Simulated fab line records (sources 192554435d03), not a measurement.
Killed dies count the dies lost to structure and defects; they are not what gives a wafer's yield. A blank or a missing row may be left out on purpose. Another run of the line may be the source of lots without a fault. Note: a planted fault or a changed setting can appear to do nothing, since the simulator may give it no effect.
A lot that was struck, set against a sound lot + flow n5-finfet + 15 steps out of a route of 1938
Sound: the wafers L212.1, L212.4, L212.5. Struck: wafer L219.3; the same lot's L219.1 was not struck, so it is left out; see the end for the cause.
Order at every step that has rows: each side's tool, ch and its chambers, its first start. Under that, the readings that differ: sound wafers + struck wafers + difference of the means + sigmas: that difference in standard deviations of wafers without a fault.
alike: a reading whose means differ by less than 2 such deviations, as well as words and numbers matching on both sides. not compared: withheld readings; readings where some wafer has no value; bounds like >300 that might hide an equal value; numbers whose values overlap and for which the record gives no deviation.
Wherever a step has rows on one side only, a row that says differs or no value, or a row with sigmas, the two part there. Numbers that have no deviation but don't overlap get no sigmas and don't part them. A reading missing from all wafers of one side parts the sides only when that side holds two or more wafers.

first, 3 steps without rows for these wafers: N5_BEOL_M6_EXPOSE_25 (exposes mask V5, target cd 40 nm); N5_BEOL_M6_PEB_26 (peb time 60 s); N5_BEOL_M6_DEVELOP_27 (develop time 30 s).
N5_BEOL_M6_CD_MEAS_28: target cd 40 nm.
  sound on cd-sem-01 ch 0, day 9 09:31; struck on cd-sem-03 ch 0, day 11 04:58
  alike: cd-nm
N5_BEOL_M6_OVL_MEAS_29:
  sound on overlay-02 ch 0, day 9 09:32; struck on overlay-01 ch 0, day 11 05:00
  alike: V5_OVL
N5_BEOL_M6_INSPECT_30: inspects for defects (brightfield).
  sound on defect-inspect-02, day 9 09:36; struck on defect-inspect-01, day 11 05:04
  alike: raw-defect-count
N5_BEOL_M6_DESCUM_33: chemistry O2, time 7 s.
  sound on rie-diel-05 ch 0,1,2, day 9 09:38; struck on rie-diel-01 ch 3, day 11 05:34
  alike: chamber-pressure-mTorr, drypump-motor-current-A, oes-product-au, rf-vpp-V, showerhead-plenum-p-Torr, temp-c, throttle-valve-pct
  not compared: rf-hours-counter-h
N5_BEOL_M6_ETCH_72: etches underlayer in N2/H2, target depth 6.5 nm, time 5.2 s.
  sound on rie-diel-05 ch 0,1,2, day 9 09:40; struck on rie-diel-01 ch 3, day 11 05:35
| reading    | sound             | struck | difference | sigmas |
|------------|-------------------|--------|------------|--------|
| bias-w (W) | 149.5 149.4 149.4 | 151.0  | +1.6       | +4     |
  alike: chamber-pressure-mTorr, drypump-motor-current-A, etch-rf-on-time-s, oes-product-au, rf-vpp-V, showerhead-plenum-p-Torr, throttle-valve-pct
  not compared: rf-hours-counter-h
N5_BEOL_M6_ETCH_65: etches SiARC in CF4, target depth 15.6 nm, time 26 s.
  sound on rie-diel-05 ch 0,1,2, day 9 09:41; struck on rie-diel-01 ch 3, day 11 05:37
  alike: bias-w, chamber-pressure-mTorr, drypump-motor-current-A, etch-rf-on-time-s, oes-product-au, rf-vpp-V, showerhead-plenum-p-Torr, throttle-valve-pct
  not compared: rf-hours-counter-h
N5_BEOL_M6_ETCH_66: etches SOC in N2/H2, target depth 80 nm, overetch 16 nm, time 120 s.
  sound on rie-diel-05 ch 0,1,2, day 9 09:43; struck on rie-diel-01 ch 3, day 11 05:38
| reading    | sound             | struck | difference | sigmas |
|------------|-------------------|--------|------------|--------|
| bias-w (W) | 149.7 150.4 149.2 | 150.9  | +1.1       | +3     |
  alike: chamber-pressure-mTorr, drypump-motor-current-A, oes-product-au, rf-vpp-V, run-length-s, showerhead-plenum-p-Torr, temp-c, throttle-valve-pct
  not compared: rf-hours-counter-h
then, 2 steps without rows for these wafers: N5_BEOL_M6_STRIP_69 (strips in N2/H2); N5_BEOL_M6_STRIP_73 (strips in N2/H2).
N5_BEOL_M6_VIA_ETCH_34: etches SiCOH lowk in C4F6/O2, target depth 126.3 nm, time 50.9 s.
  sound on rie-diel-05 ch 0,1,2, day 9 09:49; struck on rie-diel-01 ch 3, day 11 05:44
| reading                                  | sound             | struck | difference | sigmas |
|------------------------------------------|-------------------|--------|------------|--------|
| run-length-s (s)                         | 73.6 74.2 73.6    | 67.4   | -6.4       | -16    |
| model.etch.depth-nm (nm)                 | 129.7 129.4 120.9 | 110.7  | -16.0      |        |
| model.SOC_of_BEOL_M6_COAT_63.thk-nm (nm) | 53.6 54 54.2      | 54.6   | +0.7       |        |
  alike: chamber-pressure-mTorr, drypump-motor-current-A, oes-product-au, rf-vpp-V, showerhead-plenum-p-Torr, throttle-valve-pct
  not compared: bias-w, rf-hours-counter-h
then, 1 step without rows for these wafers: N5_BEOL_M6_STRIP_76 (strips in C4F6/O2).
-- here the record skips 3 days between the struck wafers' starts before and after, leaving off in module BEOL_M6 and picking up in module PASSIVATION (first step shown: number 1936 of the route) --
N5_PASSIVATION_PROBE_49:
  record: rows for the struck wafers here (prober-02, day 14 12:58), none for the sound ones

WHERE THEY PART
Last at N5_PASSIVATION_PROBE_49 as far as this record goes, first at N5_BEOL_M6_ETCH_72.

WHY: whatever the simulator had introduced
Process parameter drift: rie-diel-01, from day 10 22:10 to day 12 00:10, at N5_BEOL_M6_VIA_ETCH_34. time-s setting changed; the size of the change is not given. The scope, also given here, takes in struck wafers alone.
